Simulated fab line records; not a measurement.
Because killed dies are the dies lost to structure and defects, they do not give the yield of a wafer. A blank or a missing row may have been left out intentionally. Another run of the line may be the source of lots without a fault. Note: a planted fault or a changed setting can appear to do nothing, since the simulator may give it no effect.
Split-lot study	flow n5-finfet	7 lots, 39 wafers read, on a route of 1938 steps

== ON THE SPLIT ==
At N5_FIN_SAQP_PECVD_48 (deposits SiNx from SiH4/NH3/N2, target thk 25 nm, time 22.1 s), the setting time-s was moved away from the recipe's 22.1 s on 12 of the 39 wafers read, by -35.2% to +57.4%. The other wafers ran this setting at the recipe's value.

== FROM THE SPLIT TO THE READING: what the file shows between them, 2 steps ==
- N5_FIN_SAQP_PECVD_06: deposits a-Si from SiH4/He, target thk 60 nm, time 48.1 s
- N5_FIN_SAQP_MANDREL1_REMOVE_56: chemistry HBr/Cl2/O2, target a-Si, stops on SiNx, bt time 10 s

== THE READING ==
etch.depth-nm (the simulator's own value, which no gauge read), in nm, at N5_FIN_SAQP_ETCH_57 (etches SiNx in CH3F/O2, target depth 32.5 nm, time 46.4 s). The file gives no usual value for it. Average 25.03 nm, standard deviation 0.38 nm, over the 27 wafers here run with the recipe.

wafer	tool, chamber at the split	time-s as run, s	against the recipe	etch.depth-nm, nm	against lot-mates on the recipe
L078.1	pecvd-03, 1	22.1	recipe	24.3	-
L078.2	pecvd-03, 2	16.69	-24.5%	19.18	-5.64
L078.3	pecvd-03, 0	16.69	-24.5%	18.79	-6.03
L078.4	pecvd-03, 2	16.69	-24.5%	19.44	-5.38
L078.5	pecvd-03, 0	22.1	recipe	25.34	-
L078.6	pecvd-03, 1	22.1	recipe	24.81	-
L081.1	pecvd-03, 0	22.1	recipe	25.17	-
L081.2	pecvd-03, 1	22.1	recipe	24.89	-
L081.3	pecvd-03, 2	22.1	recipe	25.32	-
L081.4	pecvd-03, 2	22.1	recipe	25.37	-
L081.5	pecvd-03, 0	22.1	recipe	25.34	-
L081.6	pecvd-03, 1	22.1	recipe	24.98	-
L082.1	pecvd-01, 1	14.33	-35.2%	16.49	-8.00
L082.2	pecvd-01, 0	22.1	recipe	24.24	-
L082.3	pecvd-01, 2	22.1	recipe	24.18	-
L082.4	pecvd-01, 2	14.33	-35.2%	16.32	-8.17
L082.5	pecvd-01, 1	22.1	recipe	25.04	-
L082.6	pecvd-01, 0	14.33	-35.2%	15.77	-8.72
L084.1	pecvd-03, 2	22.1	recipe	25.22	-
L084.2	pecvd-03, 1	22.1	recipe	24.55	-
L084.3	pecvd-03, 0	22.1	recipe	25.33	-
L084.4	pecvd-03, 1	34.79	+57.4%	39.16	+14.13
L084.5	pecvd-03, 2	34.79	+57.4%	40.12	+15.09
L084.6	pecvd-03, 0	34.79	+57.4%	39.93	+14.90
L093.1	pecvd-04, 2	22.1	recipe	25.4	-
L093.2	pecvd-04, 0	30.59	+38.4%	34.93	+9.53
L093.3	pecvd-04, 1	22.1	recipe	25.48	-
L093.4	pecvd-04, 0	30.59	+38.4%	35.15	+9.75
L093.5	pecvd-04, 2	30.59	+38.4%	35.22	+9.82
L093.6	pecvd-04, 1	22.1	recipe	25.33	-
L095.1	pecvd-04, 0	22.1	recipe	24.87	-
L095.2	pecvd-04, 2	22.1	recipe	24.97	-
L095.3	pecvd-04, 1	22.1	recipe	24.45	-
L095.4	pecvd-04, 0	22.1	recipe	25.47	-
L095.5	pecvd-04, 2	22.1	recipe	25.17	-
L095.6	pecvd-04, 1	22.1	recipe	25	-
L096.1	pecvd-04, 2	22.1	recipe	24.99	-
L096.4	pecvd-04, 1	22.1	recipe	25.3	-
L096.6	pecvd-04, 0	22.1	recipe	25.41	-

THE FIT
A straight line over all 39 wafers: etch.depth-nm changes by +0.255 nm for each +1% of time-s; r = +1.00; the points scatter about the line by 0.39 nm.
The same after taking each lot's own level away (the mean of its wafers on the recipe; 39 wafers): +0.249 nm for each +1%; r = +1.00; scatter 0.35 nm.
That fit puts the effect of the largest move of time-s on the reading at 14 nm.
The span of the lots' own levels, 24.487 to 25.403 nm, comes to 2.4 times the standard deviation stated above.
So the lot-to-lot level changes the slope little: the two slopes agree.
Check: with one of the wafers moved furthest among these (+57.4%) left out of the fit, the line predicts +14.4 nm for it against its lot-mates. It came out at +14.1 nm against them.

== THE WHOLE CHAIN: every reading that the file lists as answering this split, in the file's order ==
step	what it does	reading	change (the file's fit)	r (the file's)
N5_FIN_SAQP_PECVD_48	deposits SiNx from SiH4/NH3/N2, target thk 25 nm, time 22.1 s	SiNx_of_FIN_SAQP_PECVD_48.thk-nm (the simulator's own value, which no gauge read)	+0.25 nm for each +1% of the setting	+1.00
N5_FIN_SAQP_ETCH_57	etches SiNx in CH3F/O2, target depth 32.5 nm, time 46.4 s	etch-rf-on-time-s	withheld for each +1% of the setting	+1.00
N5_FIN_SAQP_ETCH_57	etches SiNx in CH3F/O2, target depth 32.5 nm, time 46.4 s	etch.depth-nm (the simulator's own value, which no gauge read)	+0.249 nm for each +1% of the setting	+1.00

== FILE'S OWN FIT ==
etch.depth-nm changes by +0.249 nm for each +1% of time-s, r = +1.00.
